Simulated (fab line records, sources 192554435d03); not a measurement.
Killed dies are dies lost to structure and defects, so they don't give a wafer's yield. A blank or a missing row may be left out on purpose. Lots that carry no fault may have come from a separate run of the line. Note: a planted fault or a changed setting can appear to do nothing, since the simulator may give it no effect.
fab line records | flow n5_finfet
[record] lots = 5 | wafers = 15 | last_day = 17
route steps=1938 shown BEOL_M2@880 PASSIVATION@1936
lots with no fault: from the same line, run without faults
start_h: hours from the record's opening day to when the first of the lot's shown wafers began | wait_h: hours from the lot's prior step to this one | " unchanged from the row above | L1.1+2: a single row standing in for several wafers | - value missing, or start not given | * or withheld: withheld | < > ~ a bound
route shown NAME@n: NAME is a module with steps in the file, n the number in the route of the first one | usual: mean and standard deviation over wafers with no fault | same: alike in all rows | chamber/n: place in a boat | sites: the reading at each site | _std_site: how widely they spread, as a standard deviation | _edge_site: inner sites' mean taken away from outer sites' mean | radius_mm: how far each site lies from the wafer's centre | mask NAME#n: copy n | behind: the tool/chamber that last shaped the wafer | hold: why the lot went on hold/how many hours it stayed there/how the hold came to an end | device: which transistor (n, p or np) failed to switch | end of line: the route-end tests of the same wafers | for a step that has no rows: nothing shown but its recipe | killed: dies lost to structure and defects at the first sort, not the wafer's yield | map: dies across one wafer; x = killed, . = not, _ = none there
set.NAME: the setting as run; set.NAME@STEP: as run at that earlier step | model.NAME: the simulator's own value behind a step, which no gauge read
lots at some steps of the route; a table a step, a row a wafer
services: from which hour (start_h, from the record's first day; less than 0 if before it) a tool's chamber was out of use, for how many hours, and why
[[steps]]
[step N5_BEOL_M2_ETCH_77]
[recipe] chemistry = N2/H2 | target = underlayer | target_depth_a = 65 | mask_material = CAR-EUV | time_s = 5.2 | ion_energy_ev = 200 | pressure_mtorr = 30 | source_w = 840 | bias_w = 150 | n2_flow_sccm = 200 | h2_flow_sccm = 200 | ends = cleared
[step N5_BEOL_M2_ETCH_69]
[recipe] chemistry = CF4 | target = SiARC | target_depth_a = 156 | mask_material = CAR-EUV | time_s = 26 | ion_energy_ev = 80 | pressure_mtorr = 40 | source_w = 545 | bias_w = 36 | Ar_flow_sccm = 100 | cf4_flow_sccm = 100 | ends = cleared
[step N5_BEOL_M2_ALD_98]
[recipe] material = SiO2 | target_thk_a = 25 | temp_c = 100 | ald_precursor_family = BDEAS | ald_co_reactant = O2-plasma | pulse_time_s = 1 | co_reactant_pulse_time_s = 1 | purge_time_s = 2 | co_reactant_purge_time_s = 2 | ald_cycles = 17 | pressure_torr = 2
[step N5_BEOL_M2_ETCHBACK_99]
[recipe] chemistry = CHF3 | target = SiO2 | target_depth_a = 50 | time_s = 10.4 | source_w = 215 | bias_w = 47 | Ar_flow_sccm = 200 | CHF3_flow_sccm = 12 | ion_energy_ev = 100 | pressure_mtorr = 30
[usual] bias_w = 47.00/0.13 | drypump_motor_current_A = 5.8/0.42 | oes_f_703_au = 0.80/0.07 | oes_product_au = 0.80/0.073 | rf_vpp_V = 241.3/1.7 | showerhead_plenum_p_Torr = 2.16/0.068 | throttle_valve_pct = 17.13/0.3
lot.wafer | tool        | chamber | start_h | wait_h | bias_w | drypump_motor_current_A | oes_f_703_au | oes_product_au | rf_hours_counter_h | rf_vpp_V | showerhead_plenum_p_Torr | throttle_valve_pct
L143.2    | rie_diel-06 | 0       | 141.24  | 2.0    | 47.13  | 5.8                     | 0.77         | 0.77           | 126                | 240.4    | 2.16                     | 17.13
L143.3    | "           | 2       | "       | "      | 47.07  | 6.8                     | 0.76         | 0.76           | 163                | 243.5    | 2.16                     | 17.54
L143.6    | "           | 0       | "       | "      | 46.99  | 5.7                     | 0.78         | 0.77           | -                  | 240.7    | 2.16                     | 17.11
L146.2    | rie_diel-01 | 2       | 181.41  | 13.8   | 47.03  | 5.9                     | 0.72         | 0.73           | 190                | 243.5    | 2.23                     | 17.28
L146.3    | "           | 1       | "       | "      | 47.19  | 5.5                     | 0.82         | 0.82           | 110                | 239.4    | 2.17                     | 16.71
L146.4    | "           | 3       | "       | "      | 46.97  | 6.1                     | 0.92         | 0.92           | 7                  | 240.6    | 2.11                     | 16.57
L152.3    | rie_diel-01 | 3       | 198.94  | 8.1    | 47.04  | 6.1                     | 0.91         | 0.92           | 11                 | 240.6    | 2.10                     | 16.58
L152.4    | "           | 0       | "       | "      | 47.19  | 5.4                     | 0.87         | 0.89           | 39                 | 240.5    | 2.11                     | 17.34
L152.6    | "           | 0       | "       | "      | 47.13  | 5.4                     | 0.86         | 0.89           | -                  | 242.2    | 2.11                     | 17.34
L159.2    | rie_diel-01 | 3       | 233.63  | 1.4    | 46.87  | 6.1                     | 0.88         | 0.89           | 23                 | 239.5    | 2.10                     | 16.60
L159.3    | "           | 1       | "       | "      | 46.88  | 5.5                     | 0.80         | 0.81           | 126                | 239.9    | 2.16                     | 16.72
L159.6    | "           | 3       | "       | "      | 47.06  | 6.1                     | 0.89         | 0.89           | -                  | 241.8    | 2.10                     | 16.61
L161.2    | rie_diel-01 | 0       | 264.77  | 6.5    | 46.89  | 5.4                     | 0.82         | 0.84           | 63                 | 242.1    | 2.10                     | 17.37
L161.3    | "           | 3       | "       | "      | 46.86  | 6.1                     | 0.85         | 0.86           | 34                 | 240.6    | 2.10                     | 16.64
L161.6    | "           | 3       | "       | "      | 47.16  | 6.1                     | 0.85         | 0.86           | -                  | 241.1    | 2.10                     | 16.62
[step N5_BEOL_M2_ETCH_70]
[recipe] chemistry = N2/H2 | target = SOC | target_depth_a = 800 | overetch_a = 240 | mask_material = SiARC | temp_c = 40 | time_s = 130 | ion_energy_ev = 200 | pressure_mtorr = 30 | source_w = 840 | bias_w = 150 | n2_flow_sccm = 200 | h2_flow_sccm = 200
[usual] bias_w = 149.9/0.47 | drypump_motor_current_A = 5.8/0.43 | oes_product_au = 0.59/0.052 | rf_vpp_V = 524.2/2.5 | showerhead_plenum_p_Torr = 2.55/0.081 | throttle_valve_pct = 17.9/0.32
lot.wafer | tool        | chamber | start_h | wait_h | bias_w | drypump_motor_current_A | oes_product_au | rf_hours_counter_h | rf_vpp_V | showerhead_plenum_p_Torr | throttle_valve_pct
L143.2    | rie_diel-06 | 0       | 141.27  | 0.0    | 148.9  | 5.8                     | 0.57           | 126                | 523.0    | 2.56                     | 17.8
L143.3    | "           | 2       | "       | "      | 149.4  | 6.9                     | 0.55           | 163                | 524.4    | 2.53                     | 18.1
L143.6    | "           | 0       | "       | "      | 149.3  | 5.8                     | 0.57           | -                  | 524.3    | 2.56                     | 17.8
L146.2    | rie_diel-01 | 2       | 181.45  | 0.0    | 149.5  | 5.8                     | 0.54           | 190                | 525.4    | 2.64                     | 18.1
L146.3    | "           | 1       | "       | "      | 149.3  | 5.5                     | 0.59           | 110                | 524.4    | 2.56                     | 17.4
L146.4    | "           | 3       | "       | "      | 150.2  | 6.1                     | 0.68           | 7                  | 523.2    | 2.49                     | 17.3
L152.3    | rie_diel-01 | 3       | 198.97  | 0.0    | 149.7  | 6.1                     | 0.67           | 11                 | 520.3    | 2.49                     | 17.3
L152.4    | "           | 0       | "       | "      | 149.6  | 5.4                     | 0.63           | 39                 | 522.6    | 2.49                     | 18.2
L152.6    | "           | 0       | "       | "      | 150.4  | 5.5                     | 0.64           | -                  | 521.9    | 2.49                     | 18.2
L159.2    | rie_diel-01 | 3       | 233.66  | 0.0    | 149.9  | 6.1                     | 0.65           | 23                 | 522.8    | 2.49                     | 17.3
L159.3    | "           | 1       | "       | "      | 150.0  | 5.5                     | 0.59           | 126                | 524.1    | 2.55                     | 17.5
L159.6    | "           | 3       | "       | "      | 150.3  | 6.1                     | 0.65           | -                  | 521.2    | 2.49                     | 17.3
L161.2    | rie_diel-01 | 0       | 264.81  | 0.0    | 150.4  | 5.4                     | 0.62           | 63                 | 522.1    | 2.48                     | 18.3
L161.3    | "           | 3       | "       | "      | 149.8  | 6.1                     | 0.63           | 34                 | 521.9    | 2.48                     | 17.3
L161.6    | "           | 3       | "       | "      | 149.7  | 6.1                     | 0.63           | -                  | 520.7    | 2.48                     | 17.3
[step N5_BEOL_M2_STRIP_71]
[recipe] chemistry = N2/H2 | temp_c = 40 | n2_flow_sccm = 200 | h2_flow_sccm = 200 | rf_frequency_hz = 6e+07
[step N5_BEOL_M2_STRIP_78]
[recipe] chemistry = N2/H2 | temp_c = 40 | n2_flow_sccm = 200 | h2_flow_sccm = 200 | rf_frequency_hz = 6e+07
[step N5_BEOL_M2_VIA_ETCH_34]
[recipe] chemistry = C4F6/O2 | target_depth_a = 694 | mask_material = SOC | pressure_mtorr = 15 | ion_energy_ev = 250 | taper_deg = 4 | time_s = 65.9 | source_w = 350 | bias_w = 170 | Ar_flow_sccm = 300 | C4F6_flow_sccm = 10 | O2_flow_sccm = 10
[step N5_BEOL_M2_STRIP_83]
[recipe] chemistry = C4F6/O2 | resist = SiARC | rf_frequency_hz = 6e+07
[step N5_BEOL_M2_STRIP_36]
[recipe] chemistry = N2/H2 | power_w = 450 | temp_c = 40 | pressure_mtorr = 20 | rf_frequency_hz = 6e+07 | overash_fraction = 0.3 | bias_power_w = 7 | h2_frac = 0.5 | n2_flow_sccm = 200 | h2_flow_sccm = 200
[step N5_BEOL_M2_TRENCH_ETCH_37]
[recipe] chemistry = C4F6/O2 | target_depth_a = 555.55 | target = SiOC | time_s = 29.2 | ion_energy_ev = 250 | pressure_mtorr = 30 | source_w = 355 | bias_w = 185 | Ar_flow_sccm = 300 | C4F6_flow_sccm = 10 | O2_flow_sccm = 10
[step N5_BEOL_M2_ETCH_41]
[recipe] chemistry = CH3F/O2 | target = SiCN | target_depth_a = 299 | taper_deg = 2 | time_s = 52.5 | ion_energy_ev = 120 | mask_material = TiN | pressure_mtorr = 30 | source_w = 395 | bias_w = 75 | Ar_flow_sccm = 150 | CH3F_flow_sccm = 30 | O2_flow_sccm = 20
[step N5_BEOL_M2_STRIP_97]
[recipe] chemistry = N2/H2 | time_s = 10 | power_w = 450 | temp_c = 40 | pressure_mtorr = 20 | rf_frequency_hz = 6e+07 | bias_power_w = 7 | n2_flow_sccm = 200 | h2_flow_sccm = 200
[usual] bias_power_w = 7.001/0.019 | drypump_motor_current_A = 5.8/0.43 | oes_product_au = 0.80/0.073 | rf_vpp_V = 59.4/0.79 | showerhead_plenum_p_Torr = 2.55/0.081 | throttle_valve_pct = 23.7/0.39
lot.wafer | tool        | chamber | start_h | wait_h | bias_power_w | drypump_motor_current_A | oes_product_au | rf_hours_counter_h | rf_vpp_V | showerhead_plenum_p_Torr | throttle_valve_pct
L143.2    | rie_diel-06 | 0       | 141.55  | -      | 7.022        | 5.8                     | 0.77           | 126                | 59.6     | 2.55                     | 23.6
L143.3    | "           | 2       | "       | "      | 7.004        | 6.8                     | 0.75           | 163                | 59.1     | 2.52                     | 23.8
L143.6    | "           | 0       | "       | "      | 7.036        | 5.8                     | 0.78           | -                  | 58.9     | 2.55                     | 23.6
L146.2    | rie_diel-01 | 2       | 181.73  | -      | 7.019        | 5.9                     | 0.73           | 190                | 59.5     | 2.64                     | 24.1
L146.3    | "           | 1       | "       | "      | 6.995        | 5.5                     | 0.80           | 110                | 58.8     | 2.56                     | 23.2
L146.4    | "           | 3       | "       | "      | 6.993        | 6.1                     | 0.92           | 7                  | 60.6     | 2.49                     | 23.1
L152.3    | rie_diel-01 | 3       | 199.25  | -      | 7.004        | 6.1                     | 0.92           | 11                 | 58.3     | 2.49                     | 23.1
L152.4    | "           | 0       | "       | "      | 6.979        | 5.5                     | 0.88           | 39                 | 58.5     | 2.49                     | 24.3
L152.6    | "           | 0       | "       | "      | 7.022        | 5.5                     | 0.89           | -                  | 59.4     | 2.49                     | 24.3
L159.2    | rie_diel-01 | 3       | 233.94  | -      | 6.980        | 6.1                     | 0.88           | 23                 | 59.7     | 2.48                     | 23.1
L159.3    | "           | 1       | "       | "      | 6.955        | 5.5                     | 0.79           | 127                | 58.7     | 2.55                     | 23.2
L159.6    | "           | 3       | "       | "      | 6.986        | 6.1                     | 0.89           | -                  | 59.4     | 2.48                     | 23.1
L161.2    | rie_diel-01 | 0       | 265.09  | -      | 6.989        | 5.4                     | 0.85           | 63                 | 58.4     | 2.48                     | 24.3
L161.3    | "           | 3       | "       | "      | 7.027        | 6.1                     | 0.88           | 34                 | 59.5     | 2.48                     | 23.1
L161.6    | "           | 3       | "       | "      | 6.995        | 6.1                     | 0.86           | -                  | 60.5     | 2.48                     | 23.1
[step N5_BEOL_M2_OCD_MEAS_38]
[usual] trench_depth_nm = 55.5/0.82
lot.wafer | tool   | chamber | start_h | wait_h | trench_depth_nm
L143.2    | ocd-01 | -       | 141.64  | -      | 55.7
L143.3    | "      | -       | "       | "      | 55.1
L143.6    | "      | -       | "       | "      | 55.1
L146.2    | ocd-01 | -       | 181.81  | -      | 55.3
L146.3    | "      | -       | "       | "      | 57.2
L146.4    | "      | -       | "       | "      | 56.0
L152.3    | ocd-02 | -       | 199.34  | -      | 57.0
L152.4    | "      | -       | "       | "      | 56.4
L152.6    | "      | -       | "       | "      | 56.1
L159.2    | ocd-02 | -       | 234.02  | -      | 56.3
L159.3    | "      | -       | "       | "      | 56.8
L159.6    | "      | -       | "       | "      | 56.1
L161.2    | ocd-01 | -       | 265.17  | -      | 56.2
L161.3    | "      | -       | "       | "      | 56.6
L161.6    | "      | -       | "       | "      | 57.0
[step N5_BEOL_M2_HM_STRIP_39]
[recipe] chemistry = peroxide_tin_strip | material = TiN | target_depth_a = 250 | temp_c = 50 | time_s = 158
[step N5_BEOL_M2_SRD_40]
[recipe] time_s = 30 | temp_c = 23 | rinse_liquid = diw | dry = ipa_marangoni
[step N5_BEOL_M2_PRECLEAN_42]
[recipe] chemistry = residue_remover | time_s = 60 | temp_c = 40
[step N5_BEOL_M2_SRD_43]
[recipe] time_s = 30 | temp_c = 23 | rinse_liquid = diw | dry = ipa_marangoni
[step N5_BEOL_M2_CD_MEAS_35]
[recipe] target_cd_nm = 18 | target_cd_y_nm = 22.2 | polarity = opening
[usual] cd_nm = 18.02/0.29
lot.wafer | tool      | chamber | start_h | wait_h | cd_nm
L143.2    | cd_sem-01 | -       | 141.79  | 0.0    | 18.29
L143.3    | "         | -       | "       | "      | 18.14
L143.6    | "         | -       | "       | "      | 18.31
L146.2    | cd_sem-01 | -       | 181.96  | 0.0    | 18.29
L146.3    | "         | -       | "       | "      | 18.03
L146.4    | "         | -       | "       | "      | 17.85
L152.3    | cd_sem-01 | -       | 199.50  | 0.0    | 18.88
L152.4    | "         | -       | "       | "      | 17.82
L152.6    | "         | -       | "       | "      | 18.43
L159.2    | cd_sem-02 | -       | 234.18  | 0.0    | 17.95
L159.3    | "         | -       | "       | "      | 18.00
L159.6    | "         | -       | "       | "      | 17.97
L161.2    | cd_sem-02 | -       | 265.33  | 0.0    | 17.54
L161.3    | "         | -       | "       | "      | 18.54
L161.6    | "         | -       | "       | "      | 18.21
[step N5_BEOL_M2_DEGAS_44]
[recipe] ambient = vacuum | temp_c = 250 | time_s = 60
[step N5_BEOL_M2_PRE_CLEAN_45]
[recipe] gas = H2/He | time_s = 30 | temp_c = 250
[step N5_BEOL_M2_ALD_84]
[recipe] material = TaN | target_thk_a = * | temp_c = 275 | ald_precursor_family = PDMAT | ald_co_reactant = NH3 | pressure_torr = 3 | carrier_flow_sccm = 1500 | pulse_time_s = 2 | purge_time_s = 3 | co_reactant_purge_time_s = 2 | co_reactant_pulse_time_s = 3 | ald_cycles = 30 | precursor_vessel_temp_c = 75 | precursor_vessel_pressure_torr = 26.25 | precursor_vessel_carrier_sccm = 1000
[step N5_BEOL_M2_SURFACE_TREAT_85]
[recipe] gas = Ar | time_s = * | ion_energy_ev = * | ion_current_ma_cm2 = 0.5 | pressure_mtorr = * | ar_flow_sccm = 30
[step N5_BEOL_M2_CVD_47]
[recipe] material = Co | target_thk_a = 30 | temp_c = withheld | precursor = CCTBA/H2 | pressure_torr = 30 | time_s = 223.8
[step N5_BEOL_M2_SPUTTER_48]
[recipe] material = Cu | target_thk_a = 45 | temp_c = -20 | chamber_pressure_pa = 0.07 | power_w = withheld | time_s = 8.29
[step N5_BEOL_M2_ANNEAL_49]
[recipe] temp_c = 400 | time_s = 240 | ambient = vacuum
[step N5_BEOL_M2_SPUTTER_79]
[recipe] material = Cu | target_thk_a = 45 | temp_c = -20 | chamber_pressure_pa = 0.07 | power_w = withheld | time_s = 8.29
[step N5_BEOL_M2_ANNEAL_80]
[recipe] temp_c = 400 | time_s = 240 | ambient = vacuum
[step N5_BEOL_M2_SPUTTER_81]
[recipe] material = Cu | target_thk_a = 45 | temp_c = -20 | chamber_pressure_pa = 0.07 | power_w = withheld | time_s = 8.29
[usual] throttle_valve_pct = 29.5/0.75
lot.wafer | tool           | chamber | start_h | wait_h | throttle_valve_pct
L143.2    | pvd_sputter-02 | -       | 143.21  | 0.1    | 30.3
L143.3    | "              | -       | "       | "      | 28.0
L143.6    | "              | -       | "       | "      | 29.8
L146.2    | pvd_sputter-03 | -       | 183.34  | 0.1    | 28.6
L146.3    | "              | -       | "       | "      | 29.9
L146.4    | "              | -       | "       | "      | 29.6
L152.3    | pvd_sputter-01 | -       | 201.27  | 0.1    | 28.6
L152.4    | "              | -       | "       | "      | 29.6
L152.6    | "              | -       | "       | "      | 28.8
L159.2    | pvd_sputter-02 | -       | 235.77  | 0.1    | 28.2
L159.3    | "              | -       | "       | "      | 30.4
L159.6    | "              | -       | "       | "      | 29.7
L161.2    | pvd_sputter-02 | -       | 268.45  | 0.1    | 29.4
L161.3    | "              | -       | "       | "      | 30.6
L161.6    | "              | -       | "       | "      | 28.2
[step N5_BEOL_M2_ANNEAL_82]
[recipe] temp_c = 400 | time_s = 240 | ambient = vacuum
[usual] heater_power_w = 786/69
lot.wafer | tool           | chamber | start_h | wait_h | heater_power_w
L143.2    | pvd_sputter-02 | -       | 143.29  | 0.0    | 762
L143.3    | "              | -       | "       | "      | 824
L143.6    | "              | -       | "       | "      | 787
L146.2    | pvd_sputter-03 | -       | 183.42  | 0.0    | 830
L146.3    | "              | -       | "       | "      | 810
L146.4    | "              | -       | "       | "      | 859
L152.3    | pvd_sputter-01 | -       | 201.35  | 0.0    | 746
L152.4    | "              | -       | "       | "      | 632
L152.6    | "              | -       | "       | "      | 737
L159.2    | pvd_sputter-02 | -       | 235.85  | 0.0    | 841
L159.3    | "              | -       | "       | "      | 776
L159.6    | "              | -       | "       | "      | 802
L161.2    | pvd_sputter-02 | -       | 268.53  | 0.0    | 802
L161.3    | "              | -       | "       | "      | 783
L161.6    | "              | -       | "       | "      | 845
[step N5_BEOL_M2_SPUTTER_86]
[recipe] material = Cu | target_thk_a = 45 | temp_c = -20 | chamber_pressure_pa = 0.07 | power_w = withheld | time_s = 8.29
[step N5_BEOL_M2_ANNEAL_87]
[recipe] temp_c = 400 | time_s = 240 | ambient = vacuum
[usual] heater_power_w = 786/69
lot.wafer | tool           | chamber | start_h | wait_h | heater_power_w
L143.2    | pvd_sputter-02 | -       | 143.51  | 0.0    | 766
L143.3    | "              | -       | "       | "      | 829
L143.6    | "              | -       | "       | "      | 797
L146.2    | pvd_sputter-03 | -       | 183.64  | 0.0    | 826
L146.3    | "              | -       | "       | "      | 796
L146.4    | "              | -       | "       | "      | 848
L152.3    | pvd_sputter-01 | -       | 201.57  | 0.0    | 750
L152.4    | "              | -       | "       | "      | 617
L152.6    | "              | -       | "       | "      | 747
L159.2    | pvd_sputter-02 | -       | 236.07  | 0.0    | 862
L159.3    | "              | -       | "       | "      | 765
L159.6    | "              | -       | "       | "      | 770
L161.2    | pvd_sputter-02 | -       | 268.75  | 0.0    | 807
L161.3    | "              | -       | "       | "      | 736
L161.6    | "              | -       | "       | "      | 811
[step N5_BEOL_M2_SPUTTER_88]
[recipe] material = Cu | target_thk_a = 45 | temp_c = -20 | chamber_pressure_pa = 0.07 | power_w = withheld | time_s = 8.29
[step N5_BEOL_M2_ANNEAL_89]
[recipe] temp_c = 400 | time_s = 240 | ambient = vacuum
[step N5_BEOL_M2_SPUTTER_90]
[recipe] material = Cu | target_thk_a = 45 | temp_c = -20 | chamber_pressure_pa = 0.07 | power_w = withheld | time_s = 8.29
[step N5_BEOL_M2_ANNEAL_91]
[recipe] temp_c = 400 | time_s = 240 | ambient = vacuum
[step N5_BEOL_M2_SPUTTER_92]
[recipe] material = Cu | target_thk_a = 45 | temp_c = -20 | chamber_pressure_pa = 0.07 | power_w = withheld | time_s = 8.29
[step N5_BEOL_M2_ANNEAL_93]
[recipe] temp_c = 400 | time_s = 240 | ambient = vacuum
[step N5_BEOL_M2_SPUTTER_94]
[recipe] material = Cu | target_thk_a = 45 | temp_c = -20 | chamber_pressure_pa = 0.07 | power_w = withheld | time_s = 8.29
[step N5_BEOL_M2_ANNEAL_95]
[recipe] temp_c = 400 | time_s = 240 | ambient = vacuum
[step N5_BEOL_M2_SPUTTER_96]
[recipe] material = Cu | target_thk_a = 45 | temp_c = -20 | chamber_pressure_pa = 0.07 | power_w = withheld | time_s = 8.29
[step N5_BEOL_M2_ECD_50]
[recipe] material = Cu | target_thk_a = 3000
[step N5_PASSIVATION_PROBE_49]
[usual] defect_limited_yield = 91.1/1.4 | killed_at_M0_to_M3 = 33/10 | killed_at_M4_up = 15/5.8 | killed_at_contacts = 13/5.9 | killed_at_front_end = 39/11 | killed_at_other = 4/3.6 | killed_dies = 105/16 | killed_open = 68/11 | killed_short = 34/7.8 | sort_bin_5_function = 5.2/0.88 | sort_bin_6_memory = 3.3/0.61 | sort_n_pass = 1075/16 | sort_yield_pct = 91.1/1.4
[same] gross_dies = 1180 | killed_at_back_side = 0 | sort_bin_4_leakage[%] = 0 | sort_bin_8_speed[%] = 0
lot.wafer | tool      | chamber | start_h | wait_h | defect_limited_yield[%] | killed_at_M0_to_M3 | killed_at_M4_up | killed_at_contacts | killed_at_front_end | killed_at_other | killed_dies | killed_open | killed_short | sort_bin_5_function[%] | sort_bin_6_memory[%] | sort_n_pass | sort_yield_pct[%]
L161.2    | prober-02 | -       | 402.35  | 0.1    | 84.9                    | 114                | 17              | 13                 | 30                  | 4               | 178         | 56          | 28           | 9.2                    | 4.7                  | 1002        | 84.9
// killed by level:class
L161.2 BEOL_M2:unspecified=93 MOL_CONTACT_COAG:geometric_particle:open=10 FIN_SAQP:geometric_particle:short=8 BEOL_M4:geometric_particle:open=7 STI_FIN_REVEAL:geometric_particle:open=6 BEOL_M1:geometric_particle:open=6 BEOL_M0_SAQP:geometric_particle:short=5 BEOL_M0_SAQP:geometric_particle:open=5
// map L161.2 (x killed, . not)
_________________..xx......x.________________
______________.................._____________
___________......................x.__________
__________......x..................._________
________......x.x....................._______
_______.......x..........x.............______
______.................x.x.............._____
_____.....x.x............x...............____
____...x..........x.........x......x......___
___.............x..........x...............__
___.....x......x.........x.......x.........__
__....................x................x...._
__.......x..........x..x...................._
_..x..................x.....................x
_..................x...x.x.......x...x....x..
_..........................xx.x............x.
_..................................x.........
_.x.......xx.x.............x.....x.........x.
_................................x.xx.x.x.x..
_.........x...............x..x...xxxxxxxx....
_..xx..........x...........x..xx.xxxxxxxx..x.
__...................x.......x..xxxxxxx.xxxx_
__...x.............x....x....x.xxxxxxxxxxx.._
___......x.x........x.......x.xxxxxxxxxxx.x__
___...x..................x.....x.xxxxxxxx..__
____...........x.......x.....x.xxxxxxxx.x.___
_____....................x....x.x.xxx.xx.____
______...x.....................x.x....x._____
_______......x......xx...........x.x...______
________x.......x.............x..xxx.._______
__________...x.....x................_________
___________........................__________
______________.......x..x......x_____________
_________________.x..........________________
// map L159.2 (x killed, . not)
_________________xx..........________________
______________............x...x._____________
___________.....x..x...........x...__________
__________..x....x.......x.........._________
________...........x.................._______
_______..x...x.x........x...........x..______
______..............xx..............x..._____
_____.......x...x.....x..................____
____.......x........x...x...........x.....___
___...................x.x..........x....x..__
___..............x.x.....x.................__
__.....x.....................x.........xxx.._
__.x........x..xx...................x......._
_.......x....x.......x....xx...x...x........x
_...x..x.....................x....x..........
_....x....x.x........x..................x....
_.x..................x.....x............x..x.
_...x......................................x.
_.....x......xx..........x.................x.
_........x......x...x........x............x..
_.x.....x............x........xx....xx.......
__.....x...x....xx....x..x............x....._
__............x......x...............x......_
___......x.........x.....x................x__
___...........x..x...xx....x......xxx...x..__
____.................x.........x.....xx...___
_____.......x............................____
______.......x.......x.....x.x..x...x..._____
_______..............x..............x..______
________..............x.............x._______
__________...x..x..x.x..x..x..x....x_________
___________.......x..............x.__________
______________...............x.._____________
_________________..x.....x...________________
[[services]]
tool           | chamber | start_h | hours | kind
rie_diel-01    | 3       | 137.44  | -     | clean
rie_diel-01    | 3       | 137.44  | -     | consumable_replace:focus_ring
rie_diel-01    | 3       | 137.44  | 23.2  | scheduled_down
rie_diel-01    | 3       | 137.44  | 23.2  | vent_cycle
pvd_sputter-03 | -       | 161.93  | 6.6   | repair
rie_diel-06    | -       | 174.50  | 0.2   | repair
pvd_sputter-02 | -       | 185.64  | 12.6  | repair
rie_diel-01    | 1       | 247.05  | 2.6   | repair
[[key]]
[first_sign] step = N5_PASSIVATION_PROBE_49 | reading = killed_at_M0_to_M3 | direction = up | sigmas = 8 | usual = 33 | struck = 114
[effect] step = N5_PASSIVATION_PROBE_49 | reading = defect_limited_yield | direction = down | sigmas = 4.6 | usual = 91.1 | struck = 84.9
[more_kills_born_at] N5_BEOL_M2_STRIP_97@rie_diel-01 = 93
met_at N5_BEOL_M2_STRIP_97
struck_wafers L161.2
onset_between 199.25 265.09
[fault] kind = chamber_particle_source | tool = rie_diel-01 | chamber = 0 | onset_h = 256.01 | steps = N5_BEOL_M2_STRIP_97 | rate_per_visit_cm2 = 0.39736 | end_h = 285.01
